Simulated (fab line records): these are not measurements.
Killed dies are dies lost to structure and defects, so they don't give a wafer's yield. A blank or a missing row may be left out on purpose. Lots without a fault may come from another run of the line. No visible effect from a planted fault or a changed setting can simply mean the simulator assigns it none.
fab line records	flow nandHarc
record lots=15	wafers=45	lastDay=25
route steps=1159 shown A_CONTACT@947 A_BLC@971
lots with no fault: from the same line, run without faults
startH: the number of hours between the record's first day and the start of the first shown wafer of the lot	waitH: hours from the lot's prior step to this one	" as in the row above	L1.1+2: several wafers, shown together as one row	- no value, or no start given	* or withheld: withheld	< > ~ a bound
route shown NAME@n: NAME is a module with steps in the file, n the number in the route of the first one	usual: mean/standard deviation taken from wafers without a fault	same: alike in all rows	chamber/n: place in a boat	sites: per-site readings	_std_site: standard deviation across them	_edge_site: the outer-site mean with the inner-site mean subtracted	radiusMm: for every site, how far away it sits from the centre of the wafer	mask NAME#n: copy n	behind: tool/chamber where the wafer was last shaped	hold: the reason the lot was held/the length of the hold in hours/how it ended	device: which transistor (n, p or np) failed to switch	end of line: the same wafers' tests at the end of the route	a step without rows: its recipe alone	killed: at the first sort, the dies lost to defects and structure; wafer yield is something else	map: a wafer's dies, marking killed ones x, the rest . and places with no die _
set.NAME: setting as actually run; set.NAME@STEP: the setting as run at that earlier step	model.NAME: the simulator's own value behind a step, which no gauge read
one table for each step of the route and one row for each wafer, over a sample of lots
services: from which hour (startH, from the record's first day; less than 0 if before it) a tool's chamber was out of use, for how many hours, and why
## steps
# step NHARC_A_CONTACT_ETCH_138
# recipe sourceW=withheld	pressureMtorr=20	biasV=3000	timeS=132	targetDepthA=12890	arFlowSccm=withheld	c4f8FlowSccm=withheld	o2FlowSccm=withheld	chemistry=C4F8/O2/Ar
lot.wafer	tool	chamber	startH	waitH	rfHoursCounterH
L357.1	harCapEtch-01	0	387.13	0.1	58
L357.4	"	1	"	"	-
L357.5	"	0	"	"	-
L358.1	harCapEtch-03	1	388.01	0.1	87
L358.3	"	0	"	"	-
L358.6	"	0	"	"	-
L359.2	harCapEtch-03	1	391.87	0.1	87
L359.4	"	0	"	"	-
L359.6	"	0	"	"	-
L362.2	harCapEtch-02	0	418.60	0.1	18
L362.3	"	0	"	"	-
L362.6	"	0	"	"	-
L364.1	harCapEtch-02	0	429.12	0.1	18
L364.4	"	1	"	"	-
L364.6	"	1	"	"	-
L365.2	harCapEtch-03	0	430.02	0.1	93
L365.3	"	0	"	"	-
L365.5	"	0	"	"	-
L368.1	harCapEtch-03	0	442.90	0.1	95
L368.3	"	1	"	"	-
L368.6	"	1	"	"	-
L367.2	harCapEtch-03	0	446.16	0.1	95
L367.1	"	1	"	"	95
L367.6	"	1	"	"	-
L370.4	harCapEtch-03	0	460.10	0.1	-
L370.3	"	1	"	"	-
L370.5	"	1	"	"	-
L371.1	harCapEtch-01	1	461.20	0.1	72
L371.3	"	1	"	"	-
L371.6	"	0	"	"	-
L372.3	harCapEtch-02	0	474.63	0.1	-
L372.5	"	0	"	"	-
L372.6	"	1	"	"	-
L373.1	harCapEtch-02	0	477.55	0.1	27
L373.3	"	1	"	"	-
L373.6	"	1	"	"	-
L375.1	harCapEtch-02	0	494.19	0.1	29
L375.3	"	0	"	"	-
L375.6	"	1	"	"	-
L376.2	harCapEtch-03	1	497.86	0.1	105
L376.4	"	1	"	"	-
L376.5	"	1	"	"	-
L380.2	harCapEtch-03	1	544.50	0.1	113
L380.3	"	1	"	"	-
L380.5	"	1	"	"	-
# step NHARC_A_CONTACT_ETCH_98
# recipe targetDepthA=200	overEtchFrac=0.5	timeS=10	ionEnergyEv=250	c4f6FlowSccm=25	o2FlowSccm=20	arFlowSccm=500	rfW=600	biasW=500	chemistry=C4F6/O2
# usual drypumpMotorCurrentA=5.8/0.43	oesProductAu=0.958/0.023	rfVppV=549.7/2.5	showerheadPlenumPTorr=4.06/0.12	throttleValvePct=26.903/0.0097
lot.wafer	tool	chamber	startH	waitH	drypumpMotorCurrentA	oesProductAu	rfHoursCounterH	rfVppV	showerheadPlenumPTorr	throttleValvePct
L357.1	rieDiel-09	1	-	-	6.3	0.972	22	550.1	4.11	26.909
L357.4	"	3	"	"	5.1	0.961	27	550.6	4.06	26.888
L357.5	"	1	"	"	6.2	0.960	-	550.3	4.11	26.907
L358.3	rieDiel-02	2	-	-	6.3	0.947	22	548.2	3.98	26.904
L358.1	"	3	"	"	5.9	0.938	22	551.5	4.21	26.904
L358.6	"	1	"	"	6.7	0.959	-	549.5	4.06	26.903
L359.2	rieDiel-09	0	-	-	5.5	0.952	27	546.1	3.83	26.905
L359.4	"	1	"	"	6.2	0.946	23	550.0	4.11	26.899
L359.6	"	3	"	"	5.1	0.955	-	548.8	4.05	26.905
L362.3	rieDiel-02	0	-	-	5.7	0.978	20	552.0	4.21	26.905
L362.2	"	1	"	"	6.7	1.007	35	549.0	4.05	26.905
L362.6	"	3	"	"	5.9	1.003	-	553.8	4.20	26.905
L364.1	rieDiel-07	1	-	-	5.5	0.954	6	545.7	3.86	26.919
L364.4	"	2	"	"	6.1	0.947	6	552.5	4.15	26.904
L364.6	"	3	"	"	5.5	0.962	-	550.2	4.06	26.899
L365.2	rieDiel-02	3	-	-	5.8	0.945	42	553.3	4.20	26.885
L365.3	"	1	"	"	6.7	0.948	41	549.0	4.05	26.920
L365.5	"	3	"	"	5.9	0.947	-	553.4	4.20	26.911
L368.1	rieDiel-02	1	-	-	6.7	0.942	45	549.6	4.05	26.912
L368.3	"	2	"	"	6.3	0.930	48	547.0	3.97	26.912
L368.6	"	0	"	"	5.7	0.925	-	552.6	4.21	26.898
L367.2	rieDiel-09	2	-	-	5.9	0.986	1	551.7	4.16	26.911
L367.1	"	0	"	"	5.5	1.001	2	543.8	3.83	26.896
L367.6	"	2	"	"	5.9	0.986	-	551.3	4.15	26.913
L370.3	rieDiel-09	3	-	-	5.2	0.942	5	550.5	4.05	26.901
L370.4	"	0	"	"	5.5	0.952	6	544.6	3.83	26.896
L370.5	"	1	"	"	6.2	0.954	-	549.7	4.10	26.905
L371.3	rieDiel-07	2	-	-	6.0	0.954	19	551.0	4.14	26.927
L371.1	"	0	"	"	6.3	0.960	20	549.9	4.05	26.894
L371.6	"	3	"	"	5.5	0.967	-	550.5	4.05	26.898
L372.3	rieDiel-02	0	-	-	5.7	0.937	39	554.1	4.20	26.909
L372.5	"	0	"	"	5.7	0.939	-	551.6	4.20	26.918
L372.6	"	1	"	"	6.7	0.936	-	549.9	4.04	26.915
L373.1	rieDiel-07	3	478.24	0.1	5.5	0.961	25	549.5	4.05	26.910
L373.3	"	0	"	"	6.3	0.938	26	550.9	4.05	26.920
L373.6	"	2	"	"	6.0	0.966	-	551.0	4.14	26.899
L375.3	rieDiel-09	0	-	-	5.5	0.935	11	544.8	3.82	26.894
L375.1	"	1	"	"	6.2	0.945	11	549.4	4.10	26.886
L375.6	"	2	"	"	5.9	0.936	-	551.6	4.15	26.911
L376.2	rieDiel-07	1	498.56	0.1	5.4	0.977	26	545.0	3.85	26.895
L376.5	"	1	"	"	5.4	0.987	-	544.9	3.85	26.889
L376.4	"	3	"	"	5.5	0.969	-	548.6	4.05	26.900
L380.3	rieDiel-09	2	-	-	5.9	0.935	21	551.2	4.14	26.904
L380.2	"	3	"	"	5.1	0.958	18	548.7	4.04	26.911
L380.5	"	1	"	"	6.2	0.944	-	550.5	4.09	26.902
# step NHARC_A_BLC_EXPOSE_07
# recipe na=1.35	targetCdNm=100	doseMj=67.97	maskId=A_BLC
# usual exposureDoseMJCm2=68.5/0.7	focusOffsetNm=-0.1/0.59	reticleTempC=23.00/0.11
lot.wafer	tool	chamber	startH	waitH	mask	exposureDoseMJCm2	focusOffsetNm	reticleTempC
L357.1	arfiScanner-02	0	391.24	-	A_BLC#0	67.7	-1.2	23.02
L357.4	"	0	"	"	A_BLC#0	67.9	0.2	23.07
L357.5	"	0	"	"	A_BLC#0	67.8	-0.5	23.21
L358.1	arfiScanner-03	0	392.11	-	A_BLC#0	67.9	1.0	22.96
L358.3	"	0	"	"	A_BLC#0	67.9	0.4	22.88
L358.6	"	0	"	"	A_BLC#0	67.9	-0.5	22.99
L359.2	arfiScanner-01	0	401.50	-	A_BLC#0	69.4	-0.6	23.13
L359.4	"	0	"	"	A_BLC#0	69.4	-0.3	23.01
L359.6	"	0	"	"	A_BLC#0	69.4	-1.3	23.06
L362.2	arfiScanner-01	0	422.82	-	A_BLC#0	69.4	0.2	23.15
L362.3	"	0	"	"	A_BLC#0	69.3	-0.1	22.96
L362.6	"	0	"	"	A_BLC#0	69.4	-0.2	23.00
L364.1	arfiScanner-02	0	432.70	-	A_BLC#0	67.9	0.4	23.03
L364.4	"	0	"	"	A_BLC#0	67.8	0.6	23.17
L364.6	"	0	"	"	A_BLC#0	67.9	0.3	23.15
L365.2	arfiScanner-02	-	433.52	-	A_BLC#0	-	-	-
L365.3	"	-	"	"	A_BLC#0	-	-	-
L365.5	"	-	"	"	A_BLC#0	-	-	-
L368.1	arfiScanner-01	-	446.44	-	A_BLC#0	-	-	-
L368.3	"	-	"	"	A_BLC#0	-	-	-
L368.6	"	-	"	"	A_BLC#0	-	-	-
L367.1	arfiScanner-03	-	449.83	-	A_BLC#0	-	-	-
L367.2	"	-	"	"	A_BLC#0	-	-	-
L367.6	"	-	"	"	A_BLC#0	-	-	-
L370.3	arfiScanner-01	0	463.55	-	A_BLC#0	69.4	-0.5	22.80
L370.4	"	0	"	"	A_BLC#0	69.4	0.2	22.91
L370.5	"	0	"	"	A_BLC#0	69.3	-0.8	22.97
L371.1	arfiScanner-02	0	468.73	-	A_BLC#0	68.0	0.7	22.82
L371.3	"	0	"	"	A_BLC#0	68.0	0.6	22.77
L371.6	"	0	"	"	A_BLC#0	67.9	0.7	22.99
L372.3	arfiScanner-02	0	478.08	-	A_BLC#0	68.0	0.5	22.77
L372.5	"	0	"	"	A_BLC#0	68.1	-0.2	22.91
L372.6	"	0	"	"	A_BLC#0	68.0	-0.1	22.98
L373.1	arfiScanner-02	0	481.06	-	A_BLC#0	67.9	0.4	22.90
L373.3	"	0	"	"	A_BLC#0	68.0	1.1	23.07
L373.6	"	0	"	"	A_BLC#0	67.9	0.8	23.02
L375.1	arfiScanner-02	0	498.93	-	A_BLC#0	67.9	0.9	22.96
L375.3	"	0	"	"	A_BLC#0	67.9	-0.1	23.02
L375.6	"	0	"	"	A_BLC#0	67.9	0.4	22.75
L376.2	arfiScanner-03	0	501.52	-	A_BLC#0	68.0	-0.6	22.96
L376.4	"	0	"	"	A_BLC#0	67.9	-1.0	23.11
L376.5	"	0	"	"	A_BLC#0	67.9	-0.6	23.11
L380.2	arfiScanner-01	0	552.11	-	A_BLC#0	69.3	0.0	22.89
L380.3	"	0	"	"	A_BLC#0	69.4	-0.2	22.99
L380.5	"	0	"	"	A_BLC#0	69.3	0.0	23.06
# step NHARC_A_BLC_ETCH_18
# recipe targetDepthA=9100	c4f8FlowSccm=20	o2FlowSccm=10	arFlowSccm=withheld	rfW=600	biasW=1500	chemistry=C4F8/O2/Ar
# usual oesProductAu=0.958/0.019	rfVppV=978/5.3
lot.wafer	tool	chamber	startH	waitH	oesProductAu	rfHoursCounterH	rfVppV
L357.4	rieDiel-12	3	-	-	0.957	1	987
L357.1	"	1	"	"	0.946	1	972
L357.5	"	2	"	"	0.967	-	980
L358.1	rieDiel-08	2	-	-	0.965	9	986
L358.3	"	3	"	"	0.967	8	970
L358.6	"	3	"	"	0.976	-	974
L359.4	rieDiel-12	2	-	-	0.963	2	980
L359.2	"	3	"	"	0.961	2	986
L359.6	"	1	"	"	0.989	-	972
L362.2	rieDiel-08	0	-	-	0.928	12	978
L362.3	"	2	"	"	0.950	12	985
L362.6	"	2	"	"	0.945	-	985
L364.4	rieDiel-12	3	-	-	0.950	5	987
L364.1	"	1	"	"	0.989	6	973
L364.6	"	0	"	"	0.982	-	975
L365.3	rieDiel-08	3	-	-	0.934	12	974
L365.2	"	0	"	"	0.913	13	977
L365.5	"	2	"	"	0.924	-	985
L368.3	rieDiel-12	3	-	-	0.955	6	985
L368.1	"	1	"	"	0.984	8	973
L368.6	"	3	"	"	0.952	-	985
L367.1	rieDiel-08	3	-	-	0.966	15	973
L367.2	"	2	"	"	0.956	15	985
L367.6	"	2	"	"	0.953	-	986
L370.3	rieDiel-08	0	-	-	0.912	17	977
L370.4	"	0	"	"	0.914	-	977
L370.5	"	2	"	"	0.922	-	984
L371.1	rieDiel-08	0	-	-	0.951	18	977
L371.3	"	3	"	"	0.987	17	972
L371.6	"	2	"	"	0.973	-	985
L372.3	rieDiel-12	0	-	-	0.972	10	973
L372.6	"	0	"	"	0.961	-	973
L372.5	"	1	"	"	0.981	-	971
L373.1	rieDiel-12	2	-	-	0.953	12	979
L373.3	"	3	"	"	0.948	10	988
L373.6	"	2	"	"	0.949	-	980
L375.3	rieDiel-12	3	-	-	0.957	13	987
L375.1	"	1	"	"	0.971	14	972
L375.6	"	3	"	"	0.962	-	988
L376.2	rieDiel-12	0	-	-	0.920	14	972
L376.4	"	1	"	"	0.928	15	974
L376.5	"	3	"	"	0.927	-	987
L380.2	rieDiel-08	2	-	-	0.984	6	985
L380.3	"	0	"	"	0.967	7	977
L380.5	"	2	"	"	0.985	-	985
## services
tool	chamber	startH	hours	kind
rieDiel-12	-	379.51	9.0	pm
arfiScanner-01	-	382.60	4.0	pm
rieDiel-08	1	389.19	117.5	repair
rieDiel-07	-	396.21	0.8	repair
rieDiel-07	-	405.23	9.0	pm
arfiScanner-02	-	428.00	4.0	pm
rieDiel-09	-	431.10	9.0	pm
rieDiel-07	1	445.64	11.8	repair
rieDiel-12	2	448.39	1.4	repair
rieDiel-12	0	463.77	9.3	repair
arfiScanner-02	-	470.15	0.4	repair
rieDiel-07	2	472.43	2.0	repair
rieDiel-07	1	475.59	4.5	repair
rieDiel-08	-	478.80	9.0	pm
rieDiel-12	1	479.88	7.5	repair
rieDiel-07	0	483.49	29.7	repair
harCapEtch-02	-	484.75	1.8	repair
arfiScanner-02	-	493.82	0.5	repair
rieDiel-02	-	504.76	9.0	pm
rieDiel-12	1	513.88	12.5	repair
rieDiel-12	2	514.12	6.3	repair
rieDiel-09	3	529.47	15.0	repair
arfiScanner-02	-	540.03	0.7	repair
harCapEtch-03	-	545.00	17.0	pm
## key
firstSign step=NHARC_A_BLC_EXPOSE_07	reading=toolRecord	direction=missing
effect none on later readings
metAt NHARC_A_BLC_EXPOSE_07
struckLots L365,L367,L368
laterRowsLeftOut L365.2,L365.3,L365.5,L367.1,L367.2,L367.6,L368.1,L368.3,L368.6
sortLeftOut L365.2,L365.3,L365.5,L367.1,L367.2,L367.6,L368.1,L368.3,L368.6
testerLeftOut L365,L367,L368
notActingAt NHARC_A_CONTACT_ETCH_138,NHARC_A_CONTACT_ETCH_98,NHARC_A_BLC_ETCH_18
onsetBetween 432.70 433.52
earlierFault kind=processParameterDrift	tool=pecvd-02	chamber=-	onsetH=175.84	steps=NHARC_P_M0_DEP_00	channel=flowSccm	offset=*	shape=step	endH=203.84	actsIn=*	stated=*
fault kind=skippedStepWhole	tool=arfiScanner-01,arfiScanner-02,arfiScanner-03	chamber=-	onsetH=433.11	steps=NHARC_A_BLC_EXPOSE_07	scope=struckLotsOnly
# testerLeftOut: of these lots the tester's yield and bins aren't shown, on N5 and GAA mostly nor the transistor test; their killed dies are dies lost to structure and defects alone, not to doping, threshold or leakage, so they don't give the yield
# sortLeftOut: the simulated sort isn't trusted on such a fault, so these wafers' sort isn't shown, and their yield isn't known
# laterRowsLeftOut: the simulator's readings of these wafers behind a module that went badly wrong aren't trusted and aren't shown, but for the sort
